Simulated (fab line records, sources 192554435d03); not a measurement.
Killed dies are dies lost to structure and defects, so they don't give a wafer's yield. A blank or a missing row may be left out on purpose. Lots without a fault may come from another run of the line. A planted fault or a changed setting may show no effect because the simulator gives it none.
fab line records | flow n5_finfet
record lots=24 wafers=72 last_day=18
route steps=1938 shown BEOL_M5@1178 BEOL_M6@1242
lots that met no fault: from a run of the same line without faults
start_h: hours from the record's first day to the start of the lot's first wafer shown | wait_h: hours since the lot's step before | " the same as in the row above | L1.1+2: a row that stands for several wafers | - no value, or no start given | * or withheld: withheld | < > ~ a bound
route shown NAME@n: a module of which the file shows steps, and the number in the route of the first | usual: mean/standard deviation of fault-free wafers | same: alike in all rows | chamber/n: place in a boat | sites: the reading at each site | _std_site: their standard deviation | _edge_site: outer sites' mean less inner sites' | radius_mm: how far each site lies from the wafer's centre | mask NAME#n: copy n | behind: the tool/chamber that last shaped the wafer | hold: why the lot was held/for how many hours/how that ended | device: the transistor (n, p or np) that didn't switch | end of line: the same wafers' tests at the end of the route | a step without rows: its recipe alone | killed: dies lost to structure and defects at the first sort, not the wafer's yield | map: a wafer's dies, x killed, . not, _ none there
set.NAME: the setting as run; set.NAME@STEP: as run at that earlier step | model.NAME: the simulator's own value behind a step, which no gauge read
steps of the route over a sample of lots; a table a step, a row a wafer
services: from which hour (start_h, from the record's first day; less than 0 if before it) a tool's chamber was out of use, for how many hours, and why
## steps
# step N5_BEOL_M5_ANNEAL_82
# recipe temp_c=400 time_s=1800 ambient=vacuum
# usual heater_power_w=792/55 susceptor_temp_C=400.00/0.22
# same time_s=1800
# columns lot.wafer tool chamber start_h wait_h heater_power_w susceptor_temp_C
L075.2 pvd_sputter-02 - 196.21 0.0 723 399.97
L075.3 " - " " 781 400.19
L075.5 " - " " 712 399.68
L074.3 pvd_sputter-03 - 200.17 0.0 836 400.21
L074.4 " - " " 772 400.13
L074.5 " - " " 837 399.94
L076.1 pvd_sputter-02 - 203.89 0.0 713 400.27
L076.2 " - " " 778 399.83
L076.4 " - " " 749 399.88
L077.4 pvd_sputter-03 - 207.83 0.0 865 399.55
L077.5 " - " " 796 400.34
L077.6 " - " " 830 399.84
L078.2 pvd_sputter-01 - 215.29 0.0 758 399.70
L078.3 " - " " 838 399.95
L078.6 " - " " 859 399.99
L079.2 pvd_sputter-03 - 215.97 0.0 830 399.69
L079.3 " - " " 825 399.95
L079.4 " - " " 807 400.48
L080.2 pvd_sputter-02 - 216.36 0.0 712 399.81
L080.4 " - " " 774 400.06
L080.5 " - " " 710 399.68
L082.1 pvd_sputter-01 - 222.00 0.0 844 400.12
L082.2 " - " " 748 399.97
L082.6 " - " " 766 400.17
L081.2 pvd_sputter-03 - 225.67 0.0 728 400.32
L081.5 " - " " 837 399.92
L081.6 " - " " 788 400.00
L083.4 pvd_sputter-03 - 239.45 0.0 838 400.09
L083.5 " - " " 747 399.98
L083.6 " - " " 841 399.75
L085.1 pvd_sputter-03 - 259.15 0.0 825 400.08
L085.4 " - " " 799 400.26
L085.5 " - " " 783 400.15
L084.2 pvd_sputter-01 - 260.48 0.0 832 400.06
L084.4 " - " " 845 399.99
L084.6 " - " " 860 399.91
L086.1 pvd_sputter-02 - 260.50 0.0 739 399.93
L086.4 " - " " 721 400.16
L086.6 " - " " 903 399.69
L087.1 pvd_sputter-03 - 268.83 0.0 784 400.09
L087.2 " - " " 837 399.98
L087.3 " - " " 725 399.90
L089.4 pvd_sputter-01 - 270.78 0.0 768 400.32
L089.5 " - " " 855 399.92
L089.6 " - " " 856 400.04
L088.1 pvd_sputter-02 - 271.30 0.0 704 400.34
L088.3 " - " " 758 400.28
L088.4 " - " " 729 400.74
L091.1 pvd_sputter-02 - 278.94 0.0 723 399.81
L091.3 " - " " 711 400.26
L091.6 " - " " 887 400.13
L090.1 pvd_sputter-02 - 285.17 0.0 719 399.83
L090.2 " - " " 773 400.04
L090.3 " - " " 709 399.83
L092.1 pvd_sputter-01 - 287.41 0.0 746 399.97
L092.4 " - " " 846 400.23
L092.5 " - " " 822 400.06
L093.1 pvd_sputter-02 - 291.15 0.0 890 399.98
L093.4 " - " " 716 399.95
L093.6 " - " " 879 399.71
L094.2 pvd_sputter-02 - 315.40 0.0 780 399.93
L094.3 " - " " 705 399.91
L094.6 " - " " 870 399.81
L095.2 pvd_sputter-01 - 321.54 0.0 749 400.10
L095.4 " - " " 776 400.54
L095.5 " - " " 771 400.27
L097.2 pvd_sputter-01 - 327.83 0.0 828 400.17
L097.3 " - " " 765 399.98
L097.5 " - " " 854 400.05
L096.3 pvd_sputter-02 - 329.43 0.0 763 399.90
L096.4 " - " " 719 400.08
L096.6 " - " " 743 399.68
# step N5_BEOL_M5_ANNEAL_84
# recipe temp_c=400 time_s=1800 ambient=vacuum
# usual heater_power_w=791/56 susceptor_temp_C=399.99/0.22
# same time_s=1800
# columns lot.wafer tool chamber start_h wait_h heater_power_w susceptor_temp_C
L075.2 pvd_sputter-02 - 197.29 0.0 710 399.95
L075.3 " - " " 770 400.15
L075.5 " - " " 696 400.08
L074.3 pvd_sputter-03 - 201.25 0.0 843 400.20
L074.4 " - " " 777 399.56
L074.5 " - " " 820 399.98
L076.1 pvd_sputter-02 - 204.98 0.0 717 400.00
L076.2 " - " " 744 400.11
L076.4 " - " " 735 399.77
L077.4 pvd_sputter-03 - 208.92 0.0 842 399.52
L077.5 " - " " 795 399.71
L077.6 " - " " 835 399.96
L078.2 pvd_sputter-01 - 216.38 0.0 781 399.79
L078.3 " - " " 847 400.08
L078.6 " - " " 839 400.03
L079.2 pvd_sputter-03 - 217.05 0.0 836 399.91
L079.3 " - " " 840 399.84
L079.4 " - " " 801 400.42
L080.2 pvd_sputter-02 - 217.45 0.0 695 400.02
L080.4 " - " " 760 399.76
L080.5 " - " " 721 399.90
L082.1 pvd_sputter-01 - 223.09 0.0 827 400.02
L082.2 " - " " 751 399.79
L082.6 " - " " 785 399.53
L081.2 pvd_sputter-03 - 226.76 0.0 734 399.96
L081.5 " - " " 841 400.02
L081.6 " - " " 771 400.37
L083.4 pvd_sputter-03 - 240.53 0.0 829 400.03
L083.5 " - " " 751 399.77
L083.6 " - " " 813 399.62
L085.1 pvd_sputter-03 - 260.23 0.0 843 400.22
L085.4 " - " " 774 400.33
L085.5 " - " " 784 400.12
L084.2 pvd_sputter-01 - 261.56 0.0 849 400.25
L084.4 " - " " 858 400.19
L084.6 " - " " 852 399.97
L086.1 pvd_sputter-02 - 261.59 0.0 725 399.84
L086.4 " - " " 695 400.21
L086.6 " - " " 887 399.92
L087.1 pvd_sputter-03 - 269.92 0.0 782 400.10
L087.2 " - " " 830 400.26
L087.3 " - " " 733 400.20
L089.4 pvd_sputter-01 - 271.87 0.0 773 399.74
L089.5 " - " " 840 399.71
L089.6 " - " " 858 400.13
L088.1 pvd_sputter-02 - 272.39 0.0 704 400.06
L088.3 " - " " 751 400.21
L088.4 " - " " 756 400.04
L091.1 pvd_sputter-02 - 280.03 0.0 733 400.30
L091.3 " - " " 711 400.23
L091.6 " - " " 894 399.89
L090.1 pvd_sputter-02 - 286.25 0.0 738 400.28
L090.2 " - " " 786 399.80
L090.3 " - " " 690 399.83
L092.1 pvd_sputter-01 - 288.50 0.0 736 400.54
L092.4 " - " " 824 399.84
L092.5 " - " " 850 400.12
L093.1 pvd_sputter-02 - 292.24 0.0 897 400.07
L093.4 " - " " 706 399.70
L093.6 " - " " 866 399.77
L094.2 pvd_sputter-02 - 316.49 0.0 772 399.51
L094.3 " - " " 699 399.88
L094.6 " - " " 881 399.68
L095.2 pvd_sputter-01 - 322.63 0.0 760 400.28
L095.4 " - " " 779 399.85
L095.5 " - " " 772 400.06
L097.2 pvd_sputter-01 - 328.92 0.0 846 399.97
L097.3 " - " " 757 399.90
L097.5 " - " " 843 399.95
L096.3 pvd_sputter-02 - 330.52 0.0 742 399.84
L096.4 " - " " 710 400.06
L096.6 " - " " 730 400.05
# step N5_BEOL_M5_THK_MEAS_53
# recipe thk_meas_gauge=xrf reads=Cu_of_BEOL_M5_ECD_50
# usual M5_THK=62.3/1.5
# columns lot.wafer tool chamber start_h wait_h M5_THK[nm]
L075.2 film_metro-01 - 200.18 - 64.4
L075.3 " - " " 61.0
L075.5 " - " " 60.4
L074.3 film_metro-01 - 205.77 - 61.4
L074.4 " - " " 60.4
L074.5 " - " " 60.9
L076.1 film_metro-02 - 207.92 - 63.8
L076.2 " - " " 61.8
L076.4 " - " " 61.3
L077.4 film_metro-02 - 211.91 - 59.2
L077.5 " - " " 63.9
L077.6 " - " " 63.6
L078.2 film_metro-02 - 219.28 - 61.9
L078.3 " - " " 63.8
L078.6 " - " " 63.2
L079.2 film_metro-01 - 220.01 - 61.2
L079.3 " - " " 61.5
L079.4 " - " " 62.6
L080.2 film_metro-02 - 220.36 - 61.4
L080.4 " - " " 64.5
L080.5 " - " " 60.9
L082.1 film_metro-02 - 226.11 - 62.0
L082.2 " - " " 64.4
L082.6 " - " " 61.1
L081.2 film_metro-02 - 229.65 - 62.6
L081.5 " - " " 61.1
L081.6 " - " " 65.5
L083.4 film_metro-01 - 243.44 - 64.4
L083.5 " - " " 64.2
L083.6 " - " " 62.0
L085.1 film_metro-01 - 263.14 - 61.2
L085.4 " - " " 63.1
L085.5 " - " " 62.4
L084.2 film_metro-02 - 264.45 - 60.8
L084.4 " - " " 65.6
L084.6 " - " " 61.5
L086.1 film_metro-01 - 264.72 - 64.5
L086.4 " - " " 63.6
L086.6 " - " " 61.3
L087.1 film_metro-02 - 272.81 - 62.5
L087.2 " - " " 61.0
L087.3 " - " " 61.7
L089.4 film_metro-02 - 274.96 - 59.0
L089.5 " - " " 62.1
L089.6 " - " " 61.6
L088.1 film_metro-02 - 275.28 - 60.7
L088.3 " - " " 62.7
L088.4 " - " " 61.5
L091.1 film_metro-02 - 282.92 - 62.9
L091.3 " - " " 60.2
L091.6 " - " " 63.8
L090.1 film_metro-02 - 289.14 - 64.5
L090.2 " - " " 60.1
L090.3 " - " " 65.0
L092.1 film_metro-02 - 291.64 - 62.8
L092.4 " - " " 61.8
L092.5 " - " " 58.9
L093.1 film_metro-01 - 295.59 - 61.4
L093.4 " - " " 61.3
L093.6 " - " " 63.0
L094.2 film_metro-01 - 319.38 - 62.8
L094.3 " - " " 63.9
L094.6 " - " " 63.3
L095.2 film_metro-01 - 325.52 - 60.8
L095.4 " - " " 61.6
L095.5 " - " " 60.3
L097.2 film_metro-01 - 331.81 - 63.7
L097.3 " - " " 62.6
L097.5 " - " " 63.0
L096.3 film_metro-02 - 333.65 - 60.3
L096.4 " - " " 61.9
L096.6 " - " " 63.0
# step N5_BEOL_M6_OCD_MEAS_38
# usual trench_depth_nm=95.1/1.3
# columns lot.wafer tool chamber start_h wait_h trench_depth_nm
L075.2 ocd-01 - 205.40 - 94.9
L075.3 " - " " 96.2
L075.5 " - " " 94.2
L074.3 ocd-01 - 209.25 - 96.3
L074.4 " - " " 93.4
L074.5 " - " " 95.8
L076.1 ocd-02 - 212.52 - 94.9
L076.2 " - " " 96.4
L076.4 " - " " 98.3
L077.4 ocd-01 - 219.19 - 95.3
L077.5 " - " " 94.1
L077.6 " - " " 96.6
L079.2 ocd-02 - 226.13 - 93.3
L079.3 " - " " 97.7
L079.4 " - " " 95.6
L078.2 ocd-01 - 226.53 - 93.3
L078.3 " - " " 97.2
L078.6 " - " " 95.1
L080.2 ocd-02 - 226.54 - 93.5
L080.4 " - " " 95.2
L080.5 " - " " 94.5
L082.1 ocd-02 - 231.95 - 95.9
L082.2 " - " " 97.0
L082.6 " - " " 96.2
L081.2 ocd-01 - 235.91 - 94.9
L081.5 " - " " 92.1
L081.6 " - " " 95.5
L083.4 ocd-01 - 247.61 - 95.9
L083.5 " - " " 95.2
L083.6 " - " " 95.7
L085.1 ocd-01 - 266.79 - 94.7
L085.4 " - " " 94.7
L085.5 " - " " 93.7
L086.1 ocd-02 - 273.26 - 96.8
L086.4 " - " " 94.2
L086.6 " - " " 95.8
L084.2 ocd-01 - 273.66 - 94.9
L084.4 " - " " 94.1
L084.6 " - " " 93.1
L087.1 ocd-02 - 282.56 - 95.9
L087.2 " - " " 95.1
L087.3 " - " " 93.9
L089.4 ocd-02 - 282.75 - 95.5
L089.5 " - " " 94.1
L089.6 " - " " 96.3
L088.1 ocd-02 - 283.09 - 93.8
L088.3 " - " " 96.4
L088.4 " - " " 93.7
L091.1 ocd-01 - 288.66 - 94.2
L091.3 " - " " 95.2
L091.6 " - " " 96.3
L092.1 ocd-02 - 297.51 - 96.4
L092.4 " - " " 94.0
L092.5 " - " " 94.4
L090.1 ocd-01 - 297.55 - 94.8
L090.2 " - " " 95.8
L090.3 " - " " 97.7
L093.1 ocd-01 - 302.75 - 94.4
L093.4 " - " " 93.8
L093.6 " - " " 94.3
L094.2 ocd-01 - 326.73 - 94.8
L094.3 " - " " 96.6
L094.6 " - " " 96.9
L095.2 ocd-01 - 331.93 - 95.2
L095.4 " - " " 94.2
L095.5 " - " " 95.5
L097.2 ocd-02 - 335.73 - 93.7
L097.3 " - " " 96.2
L097.5 " - " " 95.8
L096.3 ocd-02 - 338.18 - 95.8
L096.4 " - " " 93.8
L096.6 " - " " 94.3
# step N5_BEOL_M6_ALD_77
# recipe material=TaN target_thk_a=20 temp_c=275 ald_precursor_family=PDMAT ald_co_reactant=NH3 pressure_torr=3 carrier_flow_sccm=1500 pulse_time_s=2 purge_time_s=3 co_reactant_purge_time_s=2 co_reactant_pulse_time_s=3 ald_cycles=40 precursor_vessel_temp_c=75 precursor_vessel_pressure_torr=26.25 precursor_vessel_carrier_sccm=1000
# usual heater_power_w=417/37 susceptor_temp_C=274.99/0.18
# same purge_time_s=3
# columns lot.wafer tool chamber start_h wait_h heater_power_w susceptor_temp_C
L075.2 ald_metal-01 0 206.13 0.0 379 275.31
L075.3 " 1 " " 417 275.11
L075.5 " 2 " " 370 274.73
L074.3 ald_metal-03 3 210.35 0.3 496 275.06
L074.4 " 2 " " 393 274.40
L074.5 " 1 " " 456 274.61
L076.1 ald_metal-04 1 213.37 0.0 446 274.85
L076.2 " 0 " " 433 274.99
L076.4 " 2 " " 470 275.01
L077.4 ald_metal-04 1 219.84 0.1 463 274.89
L077.5 " 0 " " 433 274.90
L077.6 " 3 " " 392 275.11
L079.2 ald_metal-04 3 227.24 0.0 384 274.93
L079.3 " 0 " " 448 275.15
L079.4 " 2 " " 465 275.18
L078.2 ald_metal-01 3 227.38 0.0 412 274.79
L078.3 " 0 " " 376 274.77
L078.6 " 0 " " 368 275.22
L080.2 ald_metal-03 0 227.46 0.0 387 275.36
L080.4 " 3 " " 495 275.05
L080.5 " 0 " " 395 275.09
L082.1 ald_metal-03 0 232.91 0.1 394 274.82
L082.2 " 1 " " 441 275.05
L082.6 " 2 " " 398 274.70
L081.2 ald_metal-01 1 236.53 0.0 420 275.18
L081.5 " 1 " " 410 275.05
L081.6 " 2 " " 379 275.07
L083.4 ald_metal-01 0 249.84 0.1 373 275.14
L083.5 " 0 " " 366 274.74
L083.6 " 3 " " 417 274.76
L085.1 ald_metal-01 2 267.66 0.0 371 275.06
L085.4 " 0 " " 373 275.08
L085.5 " 2 " " 382 274.77
L086.1 ald_metal-03 1 274.03 0.0 442 275.14
L086.4 " 3 " " 497 274.80
L086.6 " 0 " " 390 275.12
L084.2 ald_metal-04 2 274.32 0.0 460 274.87
L084.4 " 0 " " 440 274.78
L084.6 " 1 " " 461 274.95
L087.1 ald_metal-01 0 283.30 0.0 368 274.87
L087.2 " 1 " " 431 275.41
L087.3 " 3 " " 405 274.80
L089.4 ald_metal-03 2 283.72 0.2 397 275.05
L089.5 " 3 " " 489 275.09
L089.6 " 2 " " 390 275.13
L088.1 ald_metal-03 0 284.98 0.1 386 274.96
L088.3 " 2 " " 377 275.20
L088.4 " 3 " " 499 274.82
L091.1 ald_metal-01 2 289.66 0.1 382 274.91
L091.3 " 3 " " 418 275.16
L091.6 " 2 " " 386 274.79
L092.1 ald_metal-03 3 298.15 0.1 489 274.84
L092.4 " 1 " " 446 274.90
L092.5 " 0 " " 396 274.80
L090.1 ald_metal-01 1 298.21 0.0 432 274.95
L090.2 " 3 " " 404 274.82
L090.3 " 0 " " 382 274.88
L093.1 ald_metal-04 1 303.89 0.3 465 274.98
L093.4 " 3 " " 392 274.84
L093.6 " 2 " " 465 275.31
L094.2 ald_metal-01 2 327.55 0.0 389 275.11
L094.3 " 3 " " 412 275.22
L094.6 " 3 " " 404 275.06
L095.2 ald_metal-03 3 332.83 0.1 505 275.23
L095.4 " 1 " " 445 275.05
L095.5 " 1 " " 436 274.84
L097.2 ald_metal-01 0 336.94 0.3 377 274.78
L097.3 " 2 " " 385 274.90
L097.5 " 1 " " 417 275.49
L096.3 ald_metal-03 0 338.86 0.1 380 274.80
L096.4 " 2 " " 389 274.89
L096.6 " 0 " " 389 274.80
# step N5_BEOL_M6_RS_MEAS_57
# recipe thk_meas_gauge=four-point-probe reads=Cu_of_BEOL_M6_ECD_50+Co_of_BEOL_M6_CVD_78+TaN_of_BEOL_M6_ALD_77
# usual M6_RS=0.281/0.007
# columns lot.wafer tool chamber start_h wait_h M6_RS[ohm/sq]
L075.2 film_metro-01 - 207.71 0.1 0.281
L075.3 " - " " 0.277
L075.5 " - " " 0.287
L074.3 film_metro-01 - 213.77 0.1 0.279
L074.4 " - " " 0.285
L074.5 " - " " 0.286
L076.1 film_metro-02 - 215.22 0.1 0.280
L076.2 " - " " 0.278
L076.4 " - " " 0.261
L077.4 film_metro-02 - 221.86 0.0 0.283
L077.5 " - " " 0.288
L077.6 " - " " 0.280
L079.2 film_metro-01 - 230.08 0.1 0.284
L079.3 " - " " 0.274
L079.4 " - " " 0.282
L078.2 film_metro-01 - 230.18 0.1 0.296
L078.3 " - " " 0.272
L078.6 " - " " 0.288
L080.2 film_metro-02 - 230.35 0.1 0.284
L080.4 " - " " 0.269
L080.5 " - " " 0.271
L082.1 film_metro-02 - 235.44 0.1 0.278
L082.2 " - " " 0.281
L082.6 " - " " 0.274
L081.2 film_metro-02 - 238.30 0.1 0.286
L081.5 " - " " 0.297
L081.6 " - " " 0.291
L083.4 film_metro-02 - 251.48 0.0 0.276
L083.5 " - " " 0.275
L083.6 " - " " 0.275
L085.1 film_metro-02 - 270.99 0.1 0.287
L085.4 " - " " 0.289
L085.5 " - " " 0.290
L086.1 film_metro-02 - 275.91 0.1 0.277
L086.4 " - " " 0.282
L086.6 " - " " 0.276
L084.2 film_metro-01 - 276.36 0.1 0.282
L084.4 " - " " 0.277
L084.6 " - " " 0.288
L087.1 film_metro-02 - 285.88 0.1 0.274
L087.2 " - " " 0.271
L087.3 " - " " 0.291
L089.4 film_metro-02 - 285.96 0.0 0.282
L089.5 " - " " 0.292
L089.6 " - " " 0.278
L088.1 film_metro-02 - 287.25 0.1 0.282
L088.3 " - " " 0.280
L088.4 " - " " 0.275
L091.1 film_metro-02 - 293.35 0.1 0.278
L091.3 " - " " 0.280
L091.6 " - " " 0.278
L092.1 film_metro-01 - 300.02 0.1 0.275
L092.4 " - " " 0.278
L092.5 " - " " 0.282
L090.1 film_metro-01 - 300.11 0.1 0.284
L090.2 " - " " 0.277
L090.3 " - " " 0.270
L093.1 film_metro-01 - 306.64 0.1 0.291
L093.4 " - " " 0.289
L093.6 " - " " 0.286
L094.2 film_metro-02 - 329.37 0.1 0.284
L094.3 " - " " 0.280
L094.6 " - " " 0.283
L095.2 film_metro-02 - 334.86 0.1 0.298
L095.4 " - " " 0.286
L095.5 " - " " 0.292
L097.2 film_metro-02 - 339.77 0.1 0.285
L097.3 " - " " 0.280
L097.5 " - " " 0.281
L096.3 film_metro-02 - 341.47 0.1 0.278
L096.4 " - " " 0.276
L096.6 " - " " 0.274
## services
# columns tool chamber start_h hours kind
ald_metal-04 - 198.45 2.6 repair
ald_metal-01 - 269.73 2.7 repair
ald_metal-04 0 299.98 6.3 repair
ald_metal-01 - 337.25 14.0 pm
ald_metal-01 0 337.25 14.0 vent_cycle
ald_metal-01 1 337.25 14.0 vent_cycle
ald_metal-01 2 337.25 14.0 vent_cycle
ald_metal-01 3 337.25 14.0 vent_cycle
## key
fault none
